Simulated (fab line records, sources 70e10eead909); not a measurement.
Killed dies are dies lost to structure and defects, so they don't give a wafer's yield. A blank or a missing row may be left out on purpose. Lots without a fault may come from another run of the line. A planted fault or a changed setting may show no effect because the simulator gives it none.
fab line records | flow nand_harc
record lots=13 wafers=39 last_day=33
route steps=1302 shown P_STI@90 P_GATE@119
lots that met no fault: from a run of the same line without faults
start_h: hours from the record's first day to the start of the lot's first wafer shown | wait_h: hours since the lot's step before | " the same as in the row above | L1.1+2: a row that stands for several wafers | - no value, or no start given | * or withheld: withheld | < > ~ a bound
route shown NAME@n: a module of which the file shows steps, and the number in the route of the first | usual: mean/standard deviation of fault-free wafers | same: alike in all rows | chamber/n: place in a boat | sites: the reading at each site | _std_site: their standard deviation | _edge_site: outer sites' mean less inner sites' | radius_mm: how far each site lies from the wafer's centre | mask NAME#n: copy n | behind: the tool/chamber that last shaped the wafer | hold: why the lot was held/for how many hours/how that ended | device: the transistor (n, p or np) that didn't switch | end of line: the same wafers' tests at the end of the route | a step without rows: its recipe alone | killed: dies lost to structure and defects at the first sort, not the wafer's yield | map: a wafer's dies, x killed, . not, _ none there
set.NAME: the setting as run; set.NAME@STEP: as run at that earlier step | model.NAME: the simulator's own value behind a step, which no gauge read
steps of the route over a sample of lots; a table a step, a row a wafer
services: from which hour (start_h, from the record's first day; less than 0 if before it) a tool's chamber was out of use, for how many hours, and why
## steps
# step NHARC_P_STI_ETCH_15
# recipe target_depth_a=3000 taper_deg=4 time_s=100.1 hbr_flow_sccm=150 cl2_flow_sccm=50 rf_w=400 icp_w=400 bias_w=100 chemistry=HBr/Cl2
# usual drypump_motor_current_A=5.7/0.51 oes_product_au=0.998/0.012 throttle_valve_pct=26.405/0.0096
# same time_s=100.1
# columns lot.wafer tool chamber start_h wait_h drypump_motor_current_A oes_product_au rf_hours_counter_h throttle_valve_pct
L863.4 rie_si-03 2 53.38 - 6.0 0.994 0.01 26.385
L863.1 " 0 " " 5.0 0.997 0.01 26.399
L863.6 " 1 " " 5.9 1.001 - 26.402
L864.4 rie_si-01 0 64.87 - 5.8 1.007 0.35 26.405
L864.3 " 1 " " 5.1 0.994 0.33 26.420
L864.2 " 2 " " 6.5 0.983 0.18 26.403
L867.2 rie_si-03 0 96.97 - 5.1 1.000 0.28 26.411
L867.6 " 0 " " 5.1 0.994 - 26.414
L867.5 " 1 " " 5.9 1.012 - 26.384
L868.1 rie_si-03 3 105.96 - 5.5 1.018 0.36 26.405
L868.2 " 0 " " 5.0 1.002 0.36 26.403
L868.4 " 1 " " 6.0 1.019 0.31 26.411
L869.1 rie_si-01 2 114.03 - 6.5 0.971 0.50 26.407
L869.3 " 1 " " 5.1 0.998 0.65 26.408
L869.5 " 3 " " 5.8 0.974 - 26.416
L870.2 rie_si-03 3 123.63 - 5.5 1.018 0.53 26.408
L870.5 " 0 " " 5.1 0.995 - 26.433
L870.4 " 3 " " 5.5 1.013 - 26.392
L871.1 rie_si-05 0 137.87 - 4.8 0.985 0.01 26.396
L871.4 " 2 " " 6.4 1.004 0.01 26.421
L871.2 " 3 " " 5.2 0.991 0.01 26.405
L872.1 rie_si-03 1 146.66 - 5.9 1.002 0.45 26.409
L872.4 " 3 " " 5.5 1.009 0.71 26.421
L872.6 " 2 " " 5.9 1.017 - 26.407
L875.2 rie_si-03 0 174.31 - 5.0 0.990 0.96 26.420
L875.6 " 2 " " 6.0 0.995 - 26.403
L875.5 " 3 " " 5.5 1.015 - 26.406
L882.1 rie_si-05 2 244.09 - 6.4 1.007 0.62 26.412
L882.3 " 0 " " 4.8 0.992 0.81 26.409
L882.6 " 3 " " 5.2 0.982 - 26.397
L883.4 rie_si-01 1 254.28 - 5.1 0.993 0.53 26.402
L883.3 " 3 " " 5.8 0.979 0.36 26.396
L883.5 " 0 " " 5.9 0.993 - 26.424
L884.1 rie_si-01 2 263.21 - 6.5 0.987 0.48 26.400
L884.4 " 3 " " 5.8 0.974 0.44 26.410
L884.6 " 2 " " 6.5 0.968 - 26.413
L885.3 rie_si-05 3 275.42 - 5.2 0.992 1.03 26.396
L885.4 " 1 " " 5.8 1.015 0.93 26.389
L885.6 " 2 " " 6.4 1.018 - 26.408
# step NHARC_P_GATE_EXPOSE_08
# recipe na=0.6 dose_mj=16.75 mask_id=P_HV
# columns lot.wafer tool chamber start_h wait_h mask
L863.1+4+6 krf_scanner-01 0 87.65 - P_HV#0
L864.2+3+4 krf_scanner-04 0 100.17 - P_HV#0
L867.2+5+6 krf_scanner-03 0 135.99 - P_HV#0
L868.1+2+4 krf_scanner-04 0 148.08 - P_HV#0
L869.1+3+5 krf_scanner-01 0 152.23 - P_HV#0
L870.2+4+5 krf_scanner-04 0 163.38 - P_HV#0
L872.1+4+6 krf_scanner-03 0 178.69 - P_HV#0
L871.1+2+4 krf_scanner-01 0 178.85 - P_PSD#0
L875.2+5+6 krf_scanner-01 0 207.47 - P_HV#0
L882.1+3+6 krf_scanner-03 0 281.09 - P_HV#0
L883.3+4+5 krf_scanner-03 0 287.40 - P_HV#0
L884.1+4+6 krf_scanner-04 0 297.65 - P_HV#0
L885.3+4+6 krf_scanner-04 0 309.88 - P_HV#0
# step NHARC_P_GATE_CD_MEAS_11
# recipe target_cd_nm=1640 landing_energy_ev=500
# usual cd_nm=1640.1/1.8
# columns lot.wafer tool chamber start_h wait_h cd_nm
L863.1 cd_sem-03 0 87.81 - 1640.5
L863.4 " 0 " " 1639.7
L863.6 " 0 " " 1642.4
L864.2 cd_sem-01 0 100.32 - 1638.7
L864.3 " 0 " " 1643.8
L864.4 " 0 " " 1640.2
L867.2 cd_sem-01 0 136.14 - 1640.8
L867.5 " 0 " " 1639.7
L867.6 " 0 " " 1641.4
L868.1 cd_sem-03 0 148.24 - 1641.4
L868.2 " 0 " " 1639.0
L868.4 " 0 " " 1639.2
L869.1 cd_sem-03 0 152.39 - 1640.2
L869.3 " 0 " " 1636.8
L869.5 " 0 " " 1637.1
L870.2 cd_sem-02 0 163.54 - 1642.8
L870.4 " 0 " " 1638.5
L870.5 " 0 " " 1640.7
L872.1 cd_sem-03 0 178.85 - 1635.4
L872.4 " 0 " " 1639.8
L872.6 " 0 " " 1641.4
L871.1 cd_sem-01 0 179.01 - -
L871.2 " 0 " " -
L871.4 " 0 " " -
L875.2 cd_sem-03 0 207.63 - 1642.0
L875.5 " 0 " " 1640.7
L875.6 " 0 " " 1641.4
L882.1 cd_sem-03 0 281.24 - 1641.6
L882.3 " 0 " " 1643.4
L882.6 " 0 " " 1644.1
L883.3 cd_sem-01 0 287.55 - 1638.4
L883.4 " 0 " " 1640.9
L883.5 " 0 " " 1640.4
L884.1 cd_sem-03 0 297.80 - 1637.5
L884.4 " 0 " " 1642.9
L884.6 " 0 " " 1640.6
L885.3 cd_sem-02 0 310.04 - 1639.8
L885.4 " 0 " " 1644.2
L885.6 " 0 " " 1642.1
# step NHARC_P_GATE_DEP_103
# recipe target_thk_a=300 target_thk_nm=30 temp_c=400 flow_sccm=200 rf_w=350 material=SiON
# usual heater_power_w=756/110
# columns lot.wafer tool chamber start_h wait_h heater_power_w
L863.1 pecvd-03 1 102.21 0.7 667
L863.6 " 0 " " 665
L863.4 " 2 " " 805
L864.3 pecvd-02 1 116.92 0.3 767
L864.2 " 2 " " 728
L864.4 " 1 " " 752
L867.2 pecvd-01 0 149.49 0.5 924
L867.5 " 0 " " 940
L867.6 " 1 " " 915
L868.2 pecvd-01 1 165.61 0.5 961
L868.1 " 0 " " 856
L868.4 " 1 " " 951
L869.1 pecvd-01 2 168.15 0.6 627
L869.3 " 0 " " 933
L869.5 " 0 " " 971
L870.2 pecvd-02 2 176.74 0.5 779
L870.4 " 0 " " 699
L870.5 " 2 " " 765
L871.1 pecvd-02 1 192.36 0.6 733
L871.2 " 2 " " 721
L871.4 " 1 " " 750
L872.1 pecvd-02 0 193.03 0.6 586
L872.6 " 1 " " 776
L872.4 " 2 " " 780
L875.2 pecvd-03 0 221.40 0.5 688
L875.5 " 2 " " 828
L875.6 " 0 " " 685
L882.3 pecvd-02 2 296.26 0.3 795
L882.1 " 1 " " 776
L882.6 " 1 " " 798
L883.3 pecvd-03 1 300.62 0.3 611
L883.4 " 2 " " 841
L883.5 " 0 " " 707
L884.1 pecvd-02 0 310.99 0.6 690
L884.6 " 0 " " 701
L884.4 " 2 " " 829
L885.3 pecvd-02 2 323.76 0.4 775
L885.4 " 0 " " 705
L885.6 " 1 " " 773
# step NHARC_P_GATE_CD_MEAS_26
# recipe target_cd_nm=120 landing_energy_ev=500
# usual cd_nm=120.1/0.62
# columns lot.wafer tool chamber start_h wait_h cd_nm
L863.1 cd_sem-02 0 102.85 - 120.8
L863.4 " 0 " " 120.2
L863.6 " 0 " " 119.9
L864.2 cd_sem-01 0 117.48 - 119.7
L864.3 " 0 " " 120.1
L864.4 " 0 " " 119.8
L867.2 cd_sem-03 0 150.17 - 119.1
L867.5 " 0 " " 120.2
L867.6 " 0 " " 119.6
L868.1 cd_sem-01 0 166.29 - 119.5
L868.2 " 0 " " 120.0
L868.4 " 0 " " 119.9
L869.1 cd_sem-03 0 168.80 - 119.0
L869.3 " 0 " " 119.8
L869.5 " 0 " " 119.8
L870.2 cd_sem-01 0 177.46 - 120.2
L870.4 " 0 " " 120.2
L870.5 " 0 " " 120.2
L871.1 cd_sem-03 0 193.01 - 119.5
L871.2 " 0 " " 120.4
L871.4 " 0 " " 120.7
L872.1 cd_sem-03 0 193.53 - 120.6
L872.4 " 0 " " 120.9
L872.6 " 0 " " 120.5
L875.2 cd_sem-03 0 222.05 - 120.7
L875.5 " 0 " " 120.6
L875.6 " 0 " " 120.5
L882.1 cd_sem-01 0 296.94 - 119.7
L882.3 " 0 " " 120.6
L882.6 " 0 " " 120.1
L883.3 cd_sem-01 0 301.17 - 119.3
L883.4 " 0 " " 118.7
L883.5 " 0 " " 118.6
L884.1 cd_sem-02 0 311.68 - 120.9
L884.4 " 0 " " 119.8
L884.6 " 0 " " 120.5
L885.3 cd_sem-01 0 324.44 - 121.2
L885.4 " 0 " " 121.0
L885.6 " 0 " " 121.5
## services
# columns tool chamber start_h hours kind
krf_scanner-03 - 31.36 0.5 repair
krf_scanner-03 - 38.46 1.8 repair
rie_si-03 - 44.00 9.0 pm
pecvd-02 - 46.11 13.0 pm
krf_scanner-03 - 52.00 4.0 pm
krf_scanner-04 - 78.97 0.2 repair
krf_scanner-03 - 112.27 1.0 repair
rie_si-03 1 113.77 9.8 repair
rie_si-01 - 115.66 0.2 repair
krf_scanner-01 - 140.21 4.0 pm
rie_si-01 3 142.66 14.6 repair
pecvd-02 1 163.86 18.8 repair
rie_si-03 - 164.55 0.9 repair
krf_scanner-04 - 175.64 1.3 repair
krf_scanner-04 - 182.00 4.0 pm
pecvd-02 - 182.63 2.3 repair
rie_si-01 - 193.00 9.0 pm
krf_scanner-04 - 214.45 0.2 repair
rie_si-03 - 221.00 9.0 pm
krf_scanner-03 - 224.00 4.0 pm
pecvd-02 - 227.14 13.0 pm
krf_scanner-01 - 250.65 1.0 repair
rie_si-01 3 285.16 17.2 repair
rie_si-03 1 321.50 9.0 repair
## key
first_sign step=NHARC_P_GATE_EXPOSE_08 reading=mask direction=changed
effect step=NHARC_P_GATE_CD_MEAS_11 reading=cd_nm direction=missing
met_at NHARC_P_GATE_EXPOSE_08
struck_lots L871
later_rows_left_out L871.1,L871.2,L871.4
sort_left_out L871.1,L871.2,L871.4
tester_left_out L871
not_acting_at NHARC_P_STI_ETCH_15,NHARC_P_GATE_DEP_103,NHARC_P_GATE_CD_MEAS_26
onset_between 152.23 178.85
fault kind=wrong_mask tool=any chamber=- onset_h=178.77 steps=NHARC_P_GATE_EXPOSE_08 aux_copy=P_PSD#0 scope=struck_lots_only
# tester_left_out: of these lots the tester's yield and bins aren't shown, on N5 and GAA mostly nor the transistor test; their killed dies are dies lost to structure and defects alone, not to doping, threshold or leakage, so they don't give the yield
# sort_left_out: the simulated sort isn't trusted on such a fault, so these wafers' sort isn't shown, and their yield isn't known
# later_rows_left_out: the simulator's readings of these wafers behind a module that went badly wrong aren't trusted and aren't shown, but for the sort
